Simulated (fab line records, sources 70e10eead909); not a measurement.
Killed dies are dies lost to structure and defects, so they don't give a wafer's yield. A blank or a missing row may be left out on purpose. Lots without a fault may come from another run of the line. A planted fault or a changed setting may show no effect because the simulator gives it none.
Which tool did it? | flow nand_harc | 24 lots, 72 wafers sampled, at 6 steps of a route of 1302

WHAT THE GAUGES READ, wafer by wafer
NHARC_P_M2_CD_MEAS_09: target cd 170 nm.
lot  | measured     | on        | cd_nm (nm)
L074 | day 6 15:11  | cd_sem-02 | 170.2 169.4 169.7
L075 | day 6 15:31  | cd_sem-01 | 170.6 170.3 170.2
L076 | day 7 03:07  | cd_sem-02 | 170.0 170.7 170.1
L077 | day 7 16:11  | cd_sem-01 | 170.5 169.6 170.3
L078 | day 8 03:26  | cd_sem-01 | 170.4 170.1 170.4
L079 | day 8 11:08  | cd_sem-03 | 170.1 170.1 170.6
L080 | day 9 02:41  | cd_sem-01 | 170.4 170.4 169.8
L081 | day 9 11:13  | cd_sem-03 | 170.2 170.4 170.4
L082 | day 9 17:26  | cd_sem-02 | 170.3 170.0 169.7
L083 | day 10 18:04 | cd_sem-01 | 170.4 169.5 170.1
L084 | day 10 22:02 | cd_sem-03 | 170.5 170.9 170.8
L085 | day 11 02:28 | cd_sem-03 | 170.5 170.2 170.8
L086 | day 11 12:59 | cd_sem-03 | 169.6 169.5 169.2
L087 | day 11 21:49 | cd_sem-02 | 169.8 170.1 170.0
L088 | day 12 09:50 | cd_sem-01 | 169.2 169.2 169.7
L089 | day 12 20:14 | cd_sem-01 | 169.4 169.7 169.2
L090 | day 13 06:35 | cd_sem-02 | 171.3 171.0 171.0
L091 | day 13 12:11 | cd_sem-01 | 169.5 170.1 170.8
L092 | day 14 07:28 | cd_sem-03 | 169.5 170.0 170.2
L093 | day 14 14:44 | cd_sem-02 | 170.0 170.1 169.9
L094 | day 14 20:33 | cd_sem-03 | 170.6 170.4 170.7
L095 | day 15 07:01 | cd_sem-02 | 170.4 169.9 169.8
L096 | day 15 14:59 | cd_sem-01 | 170.2 169.7 170.3
L097 | day 16 02:03 | cd_sem-01 | 169.6 170.2 169.7

WHICH TOOL RAN EACH LOT (tool, then ch and the chambers of the sampled wafers, then the start)
lot  | NHARC_P_GATE_DEGAS_109       | NHARC_P_GATE_RTA_80              | NHARC_P_CONTACT_DEP_00                     | NHARC_P_CONTACT_DEGAS_38     | NHARC_P_M1_PRE_CLEAN_30
L074 | pvd_sputter-02, day 6 00:29  | rtp_anneal-01 ch 0, day 6 00:59  | pecvd-03 ch 1,2, day 6 04:53 or earlier    | pvd_sputter-03, day 6 04:53  | pvd_sputter-02, day 6 15:11 or earlier
L075 | pvd_sputter-01, day 6 00:40  | rtp_anneal-02 ch 0, day 6 01:03  | pecvd-04 ch 0,2, day 6 05:04 or earlier    | pvd_sputter-02, day 6 05:04  | pvd_sputter-01, day 6 15:31 or earlier
L076 | pvd_sputter-01, day 6 12:05  | rtp_anneal-01 ch 0, day 6 12:24  | pecvd-03 ch 1,2, day 6 16:26 or earlier    | pvd_sputter-01, day 6 16:26  | pvd_sputter-02, day 7 03:07 or earlier
L077 | pvd_sputter-02, day 7 01:14  | rtp_anneal-01 ch 0, day 7 01:31  | pecvd-01 ch 1,2, day 7 05:25 or earlier    | pvd_sputter-03, day 7 05:25  | pvd_sputter-03, day 7 16:11 or earlier
L078 | pvd_sputter-01, day 7 11:10  | rtp_anneal-02 ch 0, day 7 11:27  | pecvd-01 ch 0,1, day 7 15:23 or earlier    | pvd_sputter-02, day 7 15:23  | pvd_sputter-02, day 8 03:26 or earlier
L079 | pvd_sputter-02, day 7 20:08  | rtp_anneal-02 ch 0, day 7 20:26  | pecvd-03 ch 0,2, day 8 00:32 or earlier    | pvd_sputter-03, day 8 00:32  | pvd_sputter-02, day 8 11:08 or earlier
L080 | pvd_sputter-02, day 8 11:38  | rtp_anneal-01 ch 0, day 8 11:55  | pecvd-03 ch 1,2, day 8 15:58 or earlier    | pvd_sputter-02, day 8 15:58  | pvd_sputter-02, day 9 02:41 or earlier
L081 | pvd_sputter-01, day 8 20:28  | rtp_anneal-01 ch 0, day 8 20:48  | pecvd-04 ch 0,1,2, day 9 00:50 or earlier  | pvd_sputter-01, day 9 00:50  | pvd_sputter-01, day 9 11:13 or earlier
L082 | pvd_sputter-02, day 9 02:47  | rtp_anneal-01 ch 0, day 9 03:05  | pecvd-01 ch 1,2, day 9 06:59 or earlier    | pvd_sputter-03, day 9 06:59  | pvd_sputter-02, day 9 17:26 or earlier
L083 | pvd_sputter-03, day 10 03:05 | rtp_anneal-01 ch 0, day 10 03:23 | pecvd-04 ch 1,2, day 10 07:29 or earlier   | pvd_sputter-01, day 10 07:29 | pvd_sputter-02, day 10 18:04 or earlier
L084 | pvd_sputter-03, day 10 07:02 | rtp_anneal-01 ch 0, day 10 07:20 | pecvd-01 ch 0,1, day 10 11:26 or earlier   | pvd_sputter-03, day 10 11:26 | pvd_sputter-01, day 10 22:02 or earlier
L085 | pvd_sputter-01, day 10 11:18 | rtp_anneal-02 ch 0, day 10 11:35 | pecvd-01 ch 0,1,2, day 10 15:50 or earlier | pvd_sputter-01, day 10 15:50 | pvd_sputter-03, day 11 02:28 or earlier
L086 | pvd_sputter-03, day 10 22:05 | rtp_anneal-02 ch 0, day 10 22:23 | pecvd-03 ch 0,1,2, day 11 02:26 or earlier | pvd_sputter-03, day 11 02:26 | pvd_sputter-02, day 11 12:59 or earlier
L087 | pvd_sputter-03, day 11 06:28 | rtp_anneal-02 ch 0, day 11 06:46 | pecvd-04 ch 0,1,2, day 11 11:16 or earlier | pvd_sputter-02, day 11 11:16 | pvd_sputter-02, day 11 21:49 or earlier
L088 | pvd_sputter-03, day 11 18:47 | rtp_anneal-01 ch 0, day 11 19:07 | pecvd-03 ch 0,1, day 11 23:07 or earlier   | pvd_sputter-03, day 11 23:07 | pvd_sputter-03, day 12 09:50 or earlier
L089 | pvd_sputter-03, day 12 05:31 | rtp_anneal-01 ch 0, day 12 05:49 | pecvd-03 ch 0,2, day 12 09:47 or earlier   | pvd_sputter-03, day 12 09:47 | pvd_sputter-02, day 12 20:14 or earlier
L090 | pvd_sputter-03, day 12 15:13 | rtp_anneal-02 ch 0, day 12 15:44 | pecvd-03 ch 0,1,2, day 12 19:48 or earlier | pvd_sputter-03, day 12 19:48 | pvd_sputter-03, day 13 06:35 or earlier
L091 | pvd_sputter-03, day 12 21:19 | rtp_anneal-01 ch 0, day 12 21:35 | pecvd-01 ch 0,1,2, day 13 01:35 or earlier | pvd_sputter-01, day 13 01:35 | pvd_sputter-02, day 13 12:11 or earlier
L092 | pvd_sputter-01, day 13 16:24 | rtp_anneal-02 ch 0, day 13 16:46 | pecvd-01 ch 1,2, day 13 20:47 or earlier   | pvd_sputter-02, day 13 20:47 | pvd_sputter-02, day 14 07:28 or earlier
L093 | pvd_sputter-02, day 13 23:49 | rtp_anneal-02 ch 0, day 14 00:07 | pecvd-03 ch 0,1,2, day 14 04:08 or earlier | pvd_sputter-03, day 14 04:08 | pvd_sputter-03, day 14 14:44 or earlier
L094 | pvd_sputter-02, day 14 05:34 | rtp_anneal-01 ch 0, day 14 05:55 | pecvd-04 ch 1,2, day 14 10:01 or earlier   | pvd_sputter-02, day 14 10:01 | pvd_sputter-02, day 14 20:33 or earlier
L095 | pvd_sputter-03, day 14 15:28 | rtp_anneal-01 ch 0, day 14 15:46 | pecvd-03 ch 0,1,2, day 14 19:47 or earlier | pvd_sputter-01, day 14 19:47 | pvd_sputter-01, day 15 07:01 or earlier
L096 | pvd_sputter-01, day 14 22:23 | rtp_anneal-02 ch 0, day 14 22:43 | pecvd-01 ch 0,1,2, day 15 02:46 or earlier | pvd_sputter-03, day 15 02:46 | pvd_sputter-03, day 15 14:59 or earlier
L097 | pvd_sputter-02, day 15 11:13 | rtp_anneal-02 ch 0, day 15 11:35 | pecvd-03 ch 0,1,2, day 15 15:32 or earlier | pvd_sputter-02, day 15 15:32 | pvd_sputter-03, day 16 02:03 or earlier
- NHARC_P_GATE_DEGAS_109: time 60 s.
- NHARC_P_GATE_RTA_80: time 30 s.
- NHARC_P_CONTACT_DEP_00: deposits SiO2, target thk 500 nm.
- NHARC_P_CONTACT_DEGAS_38: time 60 s.
- NHARC_P_M1_PRE_CLEAN_30: time 30 s.

WHAT THE TOOLS THEMSELVES READ (means of the sampled wafers that have a number; where no wafer has one, the mark that the record gives instead)
NHARC_P_GATE_DEGAS_109.
lot  | tool           | heater_power_w (W)
L074 | pvd_sputter-02 | 483
L075 | pvd_sputter-01 | 446
L076 | pvd_sputter-01 | 544
L077 | pvd_sputter-02 | 488
L078 | pvd_sputter-01 | 594
L079 | pvd_sputter-02 | 480
L080 | pvd_sputter-02 | 516
L081 | pvd_sputter-01 | 497
L082 | pvd_sputter-02 | 477
L083 | pvd_sputter-03 | 457
L084 | pvd_sputter-03 | 529
L085 | pvd_sputter-01 | 505
L086 | pvd_sputter-03 | 482
L087 | pvd_sputter-03 | 482
L088 | pvd_sputter-03 | 505
L089 | pvd_sputter-03 | 455
L090 | pvd_sputter-03 | 446
L091 | pvd_sputter-03 | 461
L092 | pvd_sputter-01 | 479
L093 | pvd_sputter-02 | 485
L094 | pvd_sputter-02 | 476
L095 | pvd_sputter-03 | 489
L096 | pvd_sputter-01 | 557
L097 | pvd_sputter-02 | 492

NHARC_P_GATE_RTA_80.
lot  | tool          | lamp_power_pct (%) | wafer_temp_C_max
L074 | rtp_anneal-01 | 2.01               | 301.3
L075 | rtp_anneal-02 | 1.75               | 300.8
L076 | rtp_anneal-01 | 2.00               | 301.3
L077 | rtp_anneal-01 | 2.01               | 301.2
L078 | rtp_anneal-02 | 1.75               | 300.8
L079 | rtp_anneal-02 | 1.75               | 300.7
L080 | rtp_anneal-01 | 2.01               | 301.0
L081 | rtp_anneal-01 | 2.01               | 301.3
L082 | rtp_anneal-01 | 2.01               | 301.3
L083 | rtp_anneal-01 | 2.01               | 301.3
L084 | rtp_anneal-01 | 2.01               | 301.2
L085 | rtp_anneal-02 | 1.75               | 300.8
L086 | rtp_anneal-02 | 1.75               | 300.8
L087 | rtp_anneal-02 | 1.75               | 300.5
L088 | rtp_anneal-01 | 2.01               | 300.9
L089 | rtp_anneal-01 | 2.01               | 301.3
L090 | rtp_anneal-02 | 1.75               | 300.7
L091 | rtp_anneal-01 | 2.01               | 300.8
L092 | rtp_anneal-02 | 1.75               | 301.0
L093 | rtp_anneal-02 | 1.75               | 300.7
L094 | rtp_anneal-01 | 2.01               | 301.4
L095 | rtp_anneal-01 | 2.01               | 301.6
L096 | rtp_anneal-02 | 1.75               | 300.7
L097 | rtp_anneal-02 | 1.75               | 300.9

NHARC_P_CONTACT_DEP_00.
lot  | tool     | heater_power_outer_w (W) | heater_power_w (W) | throttle_valve_pct (%)
L074 | pecvd-03 | 303                      | 577                | 15.8
L075 | pecvd-04 | 354                      | 619                | 16.3
L076 | pecvd-03 | 305                      | 576                | 15.8
L077 | pecvd-01 | 318                      | 543                | 15.2
L078 | pecvd-01 | 299                      | 552                | 15.1
L079 | pecvd-03 | 286                      | 566                | 16.2
L080 | pecvd-03 | 350                      | 605                | 15.8
L081 | pecvd-04 | 300                      | 538                | 16.1
L082 | pecvd-01 | 268                      | 486                | 15.5
L083 | pecvd-04 | 340                      | 594                | 16.4
L084 | pecvd-01 | 297                      | 548                | 15.3
L085 | pecvd-01 | 292                      | 555                | 15.8
L086 | pecvd-03 | 333                      | 618                | 16.0
L087 | pecvd-04 | 273                      | 502                | 16.5
L088 | pecvd-03 | 370                      | 633                | 16.1
L089 | pecvd-03 | 334                      | 649                | 15.9
L090 | pecvd-03 | 351                      | 632                | 16.2
L091 | pecvd-01 | 284                      | 535                | 15.9
L092 | pecvd-01 | 313                      | 542                | 15.4
L093 | pecvd-03 | 323                      | 592                | 16.2
L094 | pecvd-04 | 331                      | 579                | 16.4
L095 | pecvd-03 | 332                      | 608                | 16.1
L096 | pecvd-01 | 314                      | 576                | 15.5
L097 | pecvd-03 | 344                      | 633                | 16.4

NHARC_P_CONTACT_DEGAS_38.
lot  | tool           | heater_power_w (W)
L074 | pvd_sputter-03 | 434
L075 | pvd_sputter-02 | 483
L076 | pvd_sputter-01 | 484
L077 | pvd_sputter-03 | 498
L078 | pvd_sputter-02 | 484
L079 | pvd_sputter-03 | 464
L080 | pvd_sputter-02 | 520
L081 | pvd_sputter-01 | 494
L082 | pvd_sputter-03 | 447
L083 | pvd_sputter-01 | 541
L084 | pvd_sputter-03 | 441
L085 | pvd_sputter-01 | 540
L086 | pvd_sputter-03 | 465
L087 | pvd_sputter-02 | 482
L088 | pvd_sputter-03 | 492
L089 | pvd_sputter-03 | 489
L090 | pvd_sputter-03 | 484
L091 | pvd_sputter-01 | 496
L092 | pvd_sputter-02 | 457
L093 | pvd_sputter-03 | 453
L094 | pvd_sputter-02 | 487
L095 | pvd_sputter-01 | 493
L096 | pvd_sputter-03 | 502
L097 | pvd_sputter-02 | 475

NHARC_P_M1_PRE_CLEAN_30.
lot  | tool           | heater_power_w (W)
L074 | pvd_sputter-02 | 447
L075 | pvd_sputter-01 | 422
L076 | pvd_sputter-02 | 420
L077 | pvd_sputter-03 | 409
L078 | pvd_sputter-02 | 433
L079 | pvd_sputter-02 | 397
L080 | pvd_sputter-02 | 422
L081 | pvd_sputter-01 | 460
L082 | pvd_sputter-02 | 393
L083 | pvd_sputter-02 | 402
L084 | pvd_sputter-01 | 431
L085 | pvd_sputter-03 | 402
L086 | pvd_sputter-02 | 421
L087 | pvd_sputter-02 | 442
L088 | pvd_sputter-03 | 443
L089 | pvd_sputter-02 | 421
L090 | pvd_sputter-03 | 399
L091 | pvd_sputter-02 | 428
L092 | pvd_sputter-02 | 428
L093 | pvd_sputter-03 | 403
L094 | pvd_sputter-02 | 434
L095 | pvd_sputter-01 | 439
L096 | pvd_sputter-03 | 401
L097 | pvd_sputter-03 | 408

THE ANSWER, worked out from the rows above alone
Rule: what is usual is taken from the lots themselves. Put in order of their means at a reading, lots are off if they are a third of the lots or fewer, leave a main group of 4 or more, and stand apart from it by a gap of 3 or more times the standard deviation of the main group's means; of several such gaps the widest counts. A main group whose means are all the same, to the digits that the tables above print for the reading, isn't used. A lot without any number at a reading at which 4 lots or more have one is off too. The other lots that the step has rows for count as sound. The gauges are gone through in route order, then the tools' own readings, and for those a lot's mean is taken as printed above. The first step at which some lot is off is used, and at that step the reading that is off furthest; a lot without a number counts as furthest.
No lot is off at any reading shown: from this, nothing can be told.

WHAT THE SIMULATOR HAD PUT IN
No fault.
